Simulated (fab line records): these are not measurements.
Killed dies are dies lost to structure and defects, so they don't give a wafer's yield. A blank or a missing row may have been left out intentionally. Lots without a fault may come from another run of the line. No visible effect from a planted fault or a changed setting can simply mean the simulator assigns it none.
Which tool did it? -- flow n5_finfet -- 24 lots, 72 wafers sampled, at 4 steps of a route of 1938

## WHAT EACH GAUGE READ, for each wafer
N5_BEOL_M3_CD_MEAS_35: target cd 18 nm, target cd y 21 nm. Usual: 18.06 nm for cd_nm, sd 0.28.
lot,measured,on,cd_nm (nm),flag
L074,day 7 11:02,cd_sem-03,18.81 18.19 18.20,
L075,day 7 14:11,cd_sem-01,18.21 18.05 18.16,
L076,day 7 21:08,cd_sem-03,18.19 17.67 18.06,
L077,day 7 18:10,cd_sem-01,17.99 18.24 17.92,
L078,day 8 01:00,cd_sem-01,18.32 17.66 18.22,
L079,day 8 07:37,cd_sem-01,18.04 18.22 18.25,
L080,day 8 19:16,cd_sem-03,17.66 17.74 17.69,
L081,day 8 23:18,cd_sem-01,18.02 17.51 18.27,
L082,day 9 05:37,cd_sem-01,18.53 18.45 18.50,
L083,day 9 06:59,cd_sem-02,18.10 18.43 17.99,
L084,day 9 23:05,cd_sem-02,17.90 18.07 18.32,
L085,day 10 03:47,cd_sem-03,18.48 18.15 17.92,
L086,day 10 09:11,cd_sem-03,18.72 18.37 17.95,
L088,day 10 12:47,cd_sem-03,17.81 17.44 17.93,
L087,day 10 13:14,cd_sem-01,17.93 17.40 17.53,
L089,day 11 04:34,cd_sem-02,17.90 18.10 17.96,
L090,day 11 12:29,cd_sem-01,18.09 18.18 18.42,
L091,day 11 16:46,cd_sem-01,18.56 18.04 18.26,
L092,day 11 23:17,cd_sem-03,18.55 17.91 18.53,
L093,day 11 23:40,cd_sem-03,17.36 18.02 18.13,
L094,day 12 06:59,cd_sem-02,17.91 17.96 17.70,
L095,day 13 00:20,cd_sem-03,17.97 18.01 18.07,
L096,day 12 19:03,cd_sem-01,18.07 18.06 17.86,
L097,day 13 09:05,cd_sem-01,18.16 17.86 17.95,

## WHICH TOOL RAN EACH LOT (tool, then ch and the chambers of the sampled wafers, then the start)
lot,N5_BEOL_M3_DESCUM_33,N5_BEOL_M3_ETCH_70,N5_BEOL_M3_VIA_ETCH_34
L074,"rie_diel-01 ch 0,1, day 7 06:17","rie_diel-03 ch 0,1,3, day 7 10:32","rie_diel-03 ch 0,1,3, day 7 10:38"
L075,"rie_diel-06 ch 1,2,3, day 7 08:42","rie_diel-01 ch 1,2, day 7 13:40","rie_diel-01 ch 1,2, day 7 13:46"
L076,"rie_diel-03 ch 1,2,3, day 7 13:20","rie_diel-01 ch 0,1,2, day 7 20:38","rie_diel-01 ch 0,1,2, day 7 20:44"
L077,"rie_diel-03 ch 2,3, day 7 15:51","rie_diel-01 ch 2,3, day 7 17:40","rie_diel-01 ch 2,3, day 7 17:46"
L078,"rie_diel-03 ch 0,1,2, day 7 22:41","rie_diel-01 ch 2,3, day 8 00:29","rie_diel-01 ch 2,3, day 8 00:35"
L079,"rie_diel-03 ch 2,3, day 8 06:47","rie_diel-01 ch 0,2, day 8 07:07","rie_diel-01 ch 0,2, day 8 07:13"
L080,"rie_diel-01 ch 0,1,2, day 8 15:29","rie_diel-06 ch 0,1,2, day 8 18:45","rie_diel-06 ch 0,1,2, day 8 18:51"
L081,"rie_diel-01 ch 1,3, day 8 21:00","rie_diel-03 ch 0,1,2, day 8 22:47","rie_diel-03 ch 0,1,2, day 8 22:53"
L082,"rie_diel-01 ch 0,1,3, day 9 04:35","rie_diel-06 ch 0,2, day 9 05:06","rie_diel-06 ch 0,2, day 9 05:12"
L083,"rie_diel-06 ch 1,2, day 9 05:59","rie_diel-06 ch 0,1,2, day 9 06:28","rie_diel-06 ch 0,1,2, day 9 06:34"
L084,"rie_diel-01 ch 0,1,3, day 9 18:24","rie_diel-01 ch 0,2, day 9 22:34","rie_diel-01 ch 0,2, day 9 22:40"
L085,"rie_diel-06 ch 0,2,3, day 9 20:10","rie_diel-06 ch 0,2,3, day 10 03:17","rie_diel-06 ch 0,2,3, day 10 03:23"
L086,"rie_diel-06 ch 0,3, day 10 08:14","rie_diel-06 ch 0,1,3, day 10 08:41","rie_diel-06 ch 0,1,3, day 10 08:47"
L088,"rie_diel-06 ch 1,2, day 10 10:30","rie_diel-03 ch 0,2, day 10 12:11","rie_diel-03 ch 0,2, day 10 12:17"
L087,"rie_diel-06 ch 1,2,3, day 10 11:32","rie_diel-03 ch 0,1,2, day 10 12:44","rie_diel-03 ch 0,1,2, day 10 12:50"
L089,"rie_diel-01 ch 0,2, day 11 02:06","rie_diel-06 ch 0,2,3, day 11 04:03","rie_diel-06 ch 0,2,3, day 11 04:09"
L090,"rie_diel-06 ch 0,2,3, day 11 03:25","rie_diel-03 ch 0,1, day 11 11:52","rie_diel-03 ch 0,1, day 11 11:58"
L091,"rie_diel-03 ch 1,2, day 11 12:11","rie_diel-01 ch 1,3, day 11 16:15","rie_diel-01 ch 1,3, day 11 16:21"
L092,"rie_diel-01 ch 1,3, day 11 18:47","rie_diel-01 ch 0,1,3, day 11 22:46","rie_diel-01 ch 0,1,3, day 11 22:53"
L093,"rie_diel-01 ch 0,1, day 11 19:01","rie_diel-03 ch 0,2, day 11 22:59","rie_diel-03 ch 0,2, day 11 23:08"
L094,"rie_diel-06 ch 0,1,3, day 12 00:56","rie_diel-01 ch 0,1,3, day 12 06:29","rie_diel-01 ch 0,1,3, day 12 06:35"
L095,"rie_diel-01 ch 0,1,2, day 12 12:28","rie_diel-03 ch 1,2,3, day 12 23:49","rie_diel-03 ch 1,2,3, day 12 23:55"
L096,"rie_diel-01 ch 0,1,2, day 12 13:02","rie_diel-01 ch 0,1, day 12 18:32","rie_diel-01 ch 0,1, day 12 18:38"
L097,"rie_diel-06 ch 0,1,2, day 13 05:40","rie_diel-01 ch 0,1, day 13 08:35","rie_diel-01 ch 0,1, day 13 08:41"
- N5_BEOL_M3_DESCUM_33: chemistry O2, time 7 s.
- N5_BEOL_M3_ETCH_70: etches SOC in N2/H2, target depth 80 nm, overetch 16 nm, time 120 s.
- N5_BEOL_M3_VIA_ETCH_34: etches the open film in C4F6/O2, target depth 69.4 nm, time 65.9 s.

## WHAT THE TOOLS THEMSELVES READ (means of the sampled wafers that have a number; where no wafer has one, the mark that the record gives instead)
N5_BEOL_M3_DESCUM_33. Usual: drypump_motor_current_A 5.8 A, standard deviation 0.56; oes_product_au 0.81 a.u., standard deviation 0.08; rf_vpp_V 243.7 V, standard deviation 1.4; showerhead_plenum_p_Torr 2.14 Torr, standard deviation 0.075; throttle_valve_pct 20.33 %, standard deviation 0.29.
lot,tool,drypump_motor_current_A (A),oes_product_au (a.u.),rf_vpp_V (V),showerhead_plenum_p_Torr (Torr),throttle_valve_pct (%),flag
L074,rie_diel-01,5.5,0.86,244.2,2.21,20.25,
L075,rie_diel-06,6.2,0.87,243.5,2.09,20.26,
L076,rie_diel-03,5.9,0.80,244.4,2.16,20.44,
L077,rie_diel-03,5.8,0.84,244.1,2.15,20.37,
L078,rie_diel-03,5.7,0.75,243.8,2.18,20.39,
L079,rie_diel-03,5.9,0.79,243.4,2.16,20.43,
L080,rie_diel-01,5.7,0.77,244.6,2.18,20.37,
L081,rie_diel-01,5.5,0.87,242.3,2.09,20.22,
L082,rie_diel-01,5.8,0.83,243.9,2.14,20.25,
L083,rie_diel-06,6.2,0.78,241.6,2.04,20.68,
L084,rie_diel-01,5.8,0.82,244.1,2.14,20.26,
L085,rie_diel-06,5.8,0.82,243.6,2.11,20.33,
L086,rie_diel-06,5.4,0.87,244.0,2.19,20.11,
L088,rie_diel-06,6.2,0.77,242.4,2.04,20.70,
L087,rie_diel-06,6.2,0.83,243.2,2.08,20.30,
L089,rie_diel-01,5.8,0.69,244.0,2.15,20.51,
L090,rie_diel-06,5.9,0.81,243.0,2.11,20.36,
L091,rie_diel-03,6.0,0.71,243.6,2.16,20.55,
L092,rie_diel-01,5.5,0.83,243.3,2.09,20.26,
L093,rie_diel-01,6.1,0.77,244.8,2.18,20.31,
L094,rie_diel-06,5.7,0.86,244.1,2.15,20.09,
L095,rie_diel-01,5.7,0.86,244.6,2.17,20.32,
L096,rie_diel-01,5.7,0.85,245.3,2.17,20.30,
L097,rie_diel-06,5.8,0.79,243.7,2.11,20.50,

N5_BEOL_M3_ETCH_70. Usual: drypump_motor_current_A 5.7 A, standard deviation 0.55; oes_product_au 0.60 a.u., standard deviation 0.059; rf_vpp_V 525.6 V, standard deviation 2.4; showerhead_plenum_p_Torr 2.61 Torr, standard deviation 0.078; throttle_valve_pct 17.71 %, standard deviation 0.27.
lot,tool,drypump_motor_current_A (A),oes_product_au (a.u.),rf_vpp_V (V),showerhead_plenum_p_Torr (Torr),throttle_valve_pct (%),flag
L074,rie_diel-03,5.7,0.61,526.2,2.63,17.70,
L075,rie_diel-01,5.3,0.58,526.4,2.65,17.84,
L076,rie_diel-01,5.7,0.60,527.1,2.66,17.75,
L077,rie_diel-01,5.5,0.57,525.2,2.57,17.84,
L078,rie_diel-01,5.5,0.57,524.1,2.57,17.84,
L079,rie_diel-01,6.3,0.56,526.6,2.63,17.79,
L080,rie_diel-06,5.8,0.64,524.2,2.56,17.77,
L081,rie_diel-03,5.7,0.56,526.3,2.64,17.78,
L082,rie_diel-06,5.5,0.62,525.3,2.59,17.74,
L083,rie_diel-06,5.8,0.63,524.6,2.56,17.77,
L084,rie_diel-01,5.8,0.54,526.0,2.62,17.91,
L085,rie_diel-06,5.9,0.62,524.2,2.56,17.66,
L086,rie_diel-06,5.7,0.67,525.7,2.62,17.38,
L088,rie_diel-03,5.8,0.55,526.3,2.63,17.80,
L087,rie_diel-03,5.8,0.55,527.6,2.63,17.80,
L089,rie_diel-06,5.9,0.62,524.2,2.56,17.68,
L090,rie_diel-03,5.7,0.55,525.3,2.62,17.82,
L091,rie_diel-01,5.5,0.63,524.1,2.55,17.62,
L092,rie_diel-01,5.8,0.61,525.2,2.60,17.67,
L093,rie_diel-03,5.5,0.55,526.4,2.62,17.70,
L094,rie_diel-01,5.8,0.60,524.6,2.59,17.68,
L095,rie_diel-03,5.9,0.59,525.7,2.61,17.88,
L096,rie_diel-01,6.1,0.58,527.3,2.64,17.73,
L097,rie_diel-01,6.1,0.58,526.2,2.64,17.75,

N5_BEOL_M3_VIA_ETCH_34. Usual: drypump_motor_current_A 5.7 A, standard deviation 0.55; oes_ar_750_au 0.79 a.u., standard deviation 0.079; oes_product_au 0.79 a.u., standard deviation 0.082; rf_vpp_V 667 V, standard deviation 5.8; showerhead_plenum_p_Torr 2.91 Torr, standard deviation 0.081; throttle_valve_pct 30.61 %, standard deviation 0.29.
lot,tool,drypump_motor_current_A (A),oes_ar_750_au (a.u.),oes_product_au (a.u.),rf_vpp_V (V),showerhead_plenum_p_Torr (Torr),throttle_valve_pct (%),flag
L074,rie_diel-03,5.6,0.80,0.80,669,2.93,30.60,
L075,rie_diel-01,5.3,0.77,0.76,669,2.95,30.70,
L076,rie_diel-01,5.7,0.78,0.78,667,2.96,30.64,
L077,rie_diel-01,5.5,0.75,0.75,671,2.87,30.71,
L078,rie_diel-01,5.5,0.74,0.74,671,2.87,30.70,
L079,rie_diel-01,6.3,0.73,0.74,670,2.94,30.69,
L080,rie_diel-06,5.8,0.83,0.83,662,2.88,30.82,
L081,rie_diel-03,5.7,0.73,0.73,673,2.94,30.63,
L082,rie_diel-06,5.5,0.80,0.81,660,2.91,30.81,
L083,rie_diel-06,5.8,0.82,0.83,662,2.88,30.81,
L084,rie_diel-01,5.8,0.71,0.71,672,2.93,30.75,
L085,rie_diel-06,5.9,0.82,0.81,661,2.87,30.63,
L086,rie_diel-06,5.7,0.88,0.88,666,2.92,30.35,
L088,rie_diel-03,5.8,0.72,0.72,672,2.92,30.58,
L087,rie_diel-03,5.7,0.72,0.72,671,2.93,30.65,
L089,rie_diel-06,5.9,0.80,0.80,661,2.86,30.62,
L090,rie_diel-03,5.7,0.72,0.72,672,2.93,30.72,
L091,rie_diel-01,5.5,0.82,0.83,663,2.83,30.52,
L092,rie_diel-01,5.8,0.80,0.80,663,2.89,30.56,
L093,rie_diel-03,5.5,0.71,0.70,672,2.92,30.49,
L094,rie_diel-01,5.8,0.79,0.80,664,2.89,30.57,
L095,rie_diel-03,5.9,0.77,0.76,670,2.91,30.73,
L096,rie_diel-01,6.1,0.76,0.76,665,2.95,30.62,
L097,rie_diel-01,6.1,0.76,0.76,666,2.95,30.64,

## THE ANSWER, worked out from the rows above alone
Rule: take the mean of a lot's wafers that have a number; if it is more than 3 standard deviations from the usual mean, the lot is off. A lot without any number at a reading at which 4 lots or more have one is off too. The other lots that the step has rows for count as sound. First the gauges in route order, then the tools' own readings, where a lot's mean is used as printed above. At the first step where some lot is off, the reading lying furthest off is the one used; lots without a number count as furthest.
No lot is off on any of the readings shown, so nothing can be concluded from this.

## WHAT THE SIMULATOR PUT IN
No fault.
